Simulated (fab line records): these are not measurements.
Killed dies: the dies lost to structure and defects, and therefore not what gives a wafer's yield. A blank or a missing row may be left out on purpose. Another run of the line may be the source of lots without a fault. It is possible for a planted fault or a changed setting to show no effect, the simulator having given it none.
Matching of chambers || flow n5 finfet || N5_BEOL_M6_ALD_77 on ald metal-04 has 4 sister chambers
The step deposits TaN, target thk 2 nm, pulse time 2 s, purge time 3 s. 20 wafers are shown with their chamber, then 10 later ones without.

== WAFERS WITH THEIR CHAMBER ==
{"wafer": "L074.2", "chamber": 2, "heater power w (W)": 401, "precursor vessel carrier sccm (sccm)": 998.8}
{"wafer": "L074.5", "chamber": 0, "heater power w (W)": 437, "precursor vessel carrier sccm (sccm)": 1001.6}
{"wafer": "L074.6", "chamber": 3, "heater power w (W)": 460, "precursor vessel carrier sccm (sccm)": 999.7}
{"wafer": "L076.3", "chamber": 1, "heater power w (W)": 377, "precursor vessel carrier sccm (sccm)": 1002.1}
{"wafer": "L076.5", "chamber": 3, "heater power w (W)": 451, "precursor vessel carrier sccm (sccm)": 996.9}
{"wafer": "L076.6", "chamber": 0, "heater power w (W)": 440, "precursor vessel carrier sccm (sccm)": 999.9}
{"wafer": "L080.3", "chamber": 0, "heater power w (W)": 445, "precursor vessel carrier sccm (sccm)": 997.3}
{"wafer": "L080.4", "chamber": 2, "heater power w (W)": 410, "precursor vessel carrier sccm (sccm)": 997.2}
{"wafer": "L080.5", "chamber": 2, "heater power w (W)": 407, "precursor vessel carrier sccm (sccm)": 999.1}
{"wafer": "L081.1", "chamber": 2, "heater power w (W)": 405, "precursor vessel carrier sccm (sccm)": 995.2}
{"wafer": "L081.2", "chamber": 0, "heater power w (W)": 441, "precursor vessel carrier sccm (sccm)": 1002.7}
{"wafer": "L081.5", "chamber": 1, "heater power w (W)": 391, "precursor vessel carrier sccm (sccm)": 997.0}
{"wafer": "L083.1", "chamber": 3, "heater power w (W)": 449, "precursor vessel carrier sccm (sccm)": 997.4}
{"wafer": "L083.2", "chamber": 1, "heater power w (W)": 378, "precursor vessel carrier sccm (sccm)": 1000.7}
{"wafer": "L083.3", "chamber": 2, "heater power w (W)": 411, "precursor vessel carrier sccm (sccm)": 1003.6}
{"wafer": "L083.4", "chamber": 0, "heater power w (W)": 421, "precursor vessel carrier sccm (sccm)": 998.9}
{"wafer": "L083.5", "chamber": 1, "heater power w (W)": 391, "precursor vessel carrier sccm (sccm)": 998.2}
{"wafer": "L083.6", "chamber": 0, "heater power w (W)": 440, "precursor vessel carrier sccm (sccm)": 994.9}
{"wafer": "L086.3", "chamber": 3, "heater power w (W)": 446, "precursor vessel carrier sccm (sccm)": 998.5}
{"wafer": "L086.5", "chamber": 3, "heater power w (W)": 437, "precursor vessel carrier sccm (sccm)": 998.7}

SIGNATURES (averages over the wafers above)
{"reading": "heater power w", "chamber 0": 437.33, "chamber 1": 384.25, "chamber 2": 406.80, "chamber 3": 448.60, "scatter within a chamber": 7.41}
{"reading": "precursor vessel carrier sccm", "chamber 0": 999.217, "chamber 1": 999.500, "chamber 2": 998.780, "chamber 3": 998.240, "scatter within a chamber": 2.5}
Rule: distance of a wafer from a chamber = root of the sum over the readings of ((wafer's reading minus chamber's mean) / reading's scatter) squared. If the next closest chamber is less than 2 further off than the closest, the wafer can't be placed; otherwise it belongs to the closest. The scatter is the square root of a quotient: the sum, over the shown wafers, of each reading's squared deviation from its chamber's mean, divided by wafers minus chambers.

== WAFERS WHOSE CHAMBER IS MISSING ==
{"wafer": "L086.6", "heater power w (W)": 440, "precursor vessel carrier sccm (sccm)": 996.8}
{"wafer": "L085.3", "heater power w (W)": 436, "precursor vessel carrier sccm (sccm)": 1001.2}
{"wafer": "L085.4", "heater power w (W)": 391, "precursor vessel carrier sccm (sccm)": 1002.6}
{"wafer": "L085.5", "heater power w (W)": 432, "precursor vessel carrier sccm (sccm)": 1001.1}
{"wafer": "L089.1", "heater power w (W)": 444, "precursor vessel carrier sccm (sccm)": 1000.9}
{"wafer": "L089.3", "heater power w (W)": 389, "precursor vessel carrier sccm (sccm)": 1000.0}
{"wafer": "L089.4", "heater power w (W)": 451, "precursor vessel carrier sccm (sccm)": 1001.5}
{"wafer": "L096.2", "heater power w (W)": 441, "precursor vessel carrier sccm (sccm)": 997.4}
{"wafer": "L096.3", "heater power w (W)": 389, "precursor vessel carrier sccm (sccm)": 1004.0}
{"wafer": "L096.5", "heater power w (W)": 409, "precursor vessel carrier sccm (sccm)": 1002.3}

== WHICH CHAMBER EACH ONE RAN IN ==
{"wafer": "L086.6", "from the rows above": "can't be placed: 0 or 3", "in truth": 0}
{"wafer": "L085.3", "from the rows above": "can't be placed: 0 or 3", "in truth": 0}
{"wafer": "L085.4", "from the rows above": "can't be placed: 1 or 2", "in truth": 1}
{"wafer": "L085.5", "from the rows above": "can't be placed: 0 or 3", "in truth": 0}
{"wafer": "L089.1", "from the rows above": "can't be placed: 0 or 3", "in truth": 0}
{"wafer": "L089.3", "from the rows above": "can't be placed: 1 or 2", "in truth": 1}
{"wafer": "L089.4", "from the rows above": "can't be placed: 3 or 0", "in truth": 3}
{"wafer": "L096.2", "from the rows above": "can't be placed: 0 or 3", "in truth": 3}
{"wafer": "L096.3", "from the rows above": "can't be placed: 1 or 2", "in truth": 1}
{"wafer": "L096.5", "from the rows above": 2, "in truth": 2}
Correctly placed: 1 of 10. Cannot be placed on the basis of these rows: 9; the candidates contain the true chamber in 9. Placed wrongly: 0.
